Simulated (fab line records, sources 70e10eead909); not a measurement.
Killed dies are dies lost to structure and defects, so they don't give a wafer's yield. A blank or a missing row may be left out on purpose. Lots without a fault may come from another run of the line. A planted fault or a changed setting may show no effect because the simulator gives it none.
Chamber matching | flow nand_harc | NHARC_P_M1_DESCUM_14 on rie_diel-12: 4 sister chambers
The step chemistry O2, time 3 s. 4 wafers are shown with their chamber, then 11 later ones without.

WAFERS WITH THEIR CHAMBER
wafer  | chamber | oes_product_au (a.u.)
L080.6 | 2       | 0.992
L084.2 | 3       | 1.002
L084.6 | 0       | 0.983
L090.1 | 1       | 0.995

WAFERS WITHOUT THEIR CHAMBER
wafer  | oes_product_au (a.u.)
L090.2 | 0.995
L090.6 | 0.992
L091.1 | 1.008
L091.2 | 1.005
L091.6 | 0.995
L092.3 | 1.002
L092.4 | 1.000
L092.5 | 0.997
L094.1 | 1.002
L094.2 | 1.010
L094.6 | 1.004

WHICH CHAMBER EACH WENT THROUGH
wafer  | from the rows above          | in truth
L090.2 | can't be placed: 1 or 2      | 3
L090.6 | can't be placed: 2 or 1      | 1
L091.1 | 3                            | 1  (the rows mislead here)
L091.2 | 3                            | 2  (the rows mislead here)
L091.6 | can't be placed: 1 or 2      | 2
L092.3 | 3                            | 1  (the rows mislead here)
L092.4 | can't be placed: 3 or 1 or 2 | 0
L092.5 | can't be placed: 1 or 2 or 3 | 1
L094.1 | 3                            | 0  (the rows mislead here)
L094.2 | 3                            | 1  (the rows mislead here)
L094.6 | 3                            | 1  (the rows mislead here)
Placed correctly: 0 of 11. Can't be placed from these rows: 5 (the true chamber is among the candidates in 3). Placed wrongly: 6.
How it was worked out, from the rows above alone: a wafer's distance from a chamber is the root of the sum, over the readings, of the square of ((its reading less the chamber's mean) divided by the reading's scatter). The wafer belongs to the nearest chamber; if the next one is less than 2 further off, it can't be placed. A chamber's mean is the mean of its shown wafers. The scatter: with one shown wafer a chamber, the root of the mean of the squares of how far each hidden wafer lies from its nearest shown one.
